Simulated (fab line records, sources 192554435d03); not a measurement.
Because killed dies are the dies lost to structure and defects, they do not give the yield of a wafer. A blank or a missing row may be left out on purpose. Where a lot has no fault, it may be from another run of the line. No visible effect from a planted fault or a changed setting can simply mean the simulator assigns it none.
Lot-split experiment -- flow n5_finfet -- 21 wafers read across 7 lots, on a route 1938 steps long

THE SPLIT ITSELF
At N5_FIN_CUT_COAT_19 (time 60 s, resist thk 20 nm), the setting spin_rpm was moved away from the recipe's 1500 rpm on 4 of the 21 wafers read, by -10.3% to +5.6%. All remaining wafers had this setting at the recipe value.

FROM THE SPLIT TO THE READING: what the file shows between them, 5 steps
- N5_FIN_CUT_COAT_29: time 60 s, resist thk 10 nm
- N5_FIN_CUT_COAT_02: resist thk 30 nm
- N5_FIN_CUT_DESCUM_13: chemistry O2, time 7 s
- N5_FIN_CUT_ETCH_30: etches underlayer in N2/H2, target depth 13 nm, time 10.4 s
- N5_FIN_CUT_ETCH_20: etches SiARC in CF4, target depth 26 nm, time 43.3 s

THE READING
SiARC_of_FIN_CUT_COAT_19.thk_nm (the simulator's own value, which no gauge read), in nm, at N5_FIN_CUT_ETCH_21 (etches SOC in N2/H2, target depth 219 nm, overetch 43.8 nm, time 523.5 s). The file does not state a usual value for it. Average 11.9 nm, standard deviation 0.091 nm, over the 17 wafers here run with the recipe.

wafer,"tool, chamber at the split","spin_rpm as run, rpm",against the recipe,"SiARC_of_FIN_CUT_COAT_19.thk_nm, nm",against lot-mates on the recipe
L078.1,"litho_track-01, 0",1500,recipe,11.8,-
L078.2,"litho_track-01, 0",1500,recipe,11.8,-
L078.6,"litho_track-01, 0",1500,recipe,11.8,-
L079.4,"litho_track-02, 0",1500,recipe,12,-
L079.5,"litho_track-02, 0",1500,recipe,11.8,-
L079.6,"litho_track-02, 0",1346,-10.3%,12.8,+0.9
L082.2,"litho_track-02, 0",1500,recipe,11.8,-
L082.4,"litho_track-02, 0",1500,recipe,11.8,-
L082.6,"litho_track-02, 0",1500,recipe,11.8,-
L088.2,"litho_track-03, 0",1448,-3.5%,12.2,+0.2
L088.5,"litho_track-03, 0",1500,recipe,12,-
L088.6,"litho_track-03, 0",1500,recipe,12,-
L090.2,"litho_track-02, 0",1500,recipe,12,-
L090.3,"litho_track-02, 0",1500,recipe,12,-
L090.6,"litho_track-02, 0",1352,-9.9%,13.2,+1.2
L092.1,"litho_track-02, 0",1500,recipe,11.8,-
L092.5,"litho_track-02, 0",1500,recipe,11.8,-
L092.6,"litho_track-02, 0",1584,+5.6%,11.4,-0.4
L094.3,"litho_track-03, 0",1500,recipe,11.8,-
L094.5,"litho_track-03, 0",1500,recipe,11.8,-
L094.6,"litho_track-03, 0",1500,recipe,11.8,-

FIT RESULTS
A straight line over all 21 wafers: SiARC_of_FIN_CUT_COAT_19.thk_nm changes by -0.107 nm for each +1% of spin_rpm; r = -0.95; the points scatter about the line by 0.12 nm.
The same after taking each lot's own level away (the mean of its wafers on the recipe; 21 wafers): -0.097 nm for each +1%; r = -0.97; scatter 0.081 nm.
On that fit, the largest move of spin_rpm shifts the reading by 1 nm.
The span of the lots' own levels, 11.80 to 12.00 nm, comes to 2.2 times the standard deviation stated above.
So the slope is not independent of the lot-to-lot level: the two fits are not the same.
Check: for one of the wafers moved furthest among these (-10.3%), held out of the fit, the line's prediction against its lot-mates is +1.08 nm. It came out at +0.9 nm against them.

OTHER SPLITS APPLIED TO THESE WAFERS
These wafers also went through other splits before the reading. Each is held against what the fit with the lots' levels taken away leaves over:
other split on the same wafers,wafers away from the commonest value,r with SiARC_of_FIN_CUT_COAT_19.thk_nm (lot level and that fit taken away)
N5_ZERO_LAYER_PECVD_02 time_s,6,+0.01
N5_ZERO_LAYER_DEVELOP_10 develop_time_s,7,-0.29
N5_FIN_SAQP_PECVD_06 time_s,7,+0.00
N5_FIN_SAQP_COAT_49 time_s,8,+0.10

THE WHOLE CHAIN: every reading that the file lists as answering this split, in the file's order
step,what it does,reading,change (the file's fit),r (the file's)
N5_FIN_CUT_COAT_19,"time 60 s, resist thk 20 nm","SiARC_of_FIN_CUT_COAT_19.thk_nm (the simulator's own value, which no gauge read)",-0.105 nm for each +1% of the setting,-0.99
N5_FIN_CUT_ETCH_20,"etches SiARC in CF4, target depth 26 nm, time 43.3 s",etch_rf_on_time_s,withheld for each +1% of the setting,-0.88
N5_FIN_CUT_ETCH_20,"etches SiARC in CF4, target depth 26 nm, time 43.3 s","etch.depth_nm (the simulator's own value, which no gauge read)",-0.107 nm for each +1% of the setting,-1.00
N5_FIN_CUT_ETCH_21,"etches SOC in N2/H2, target depth 219 nm, overetch 43.8 nm, time 523.5 s","SiARC_of_FIN_CUT_COAT_19.thk_nm (the simulator's own value, which no gauge read)",-0.0976 nm for each +1% of the setting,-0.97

FILE'S OWN FIT
SiARC_of_FIN_CUT_COAT_19.thk_nm changes by -0.0976 nm for each +1% of spin_rpm, r = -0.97.
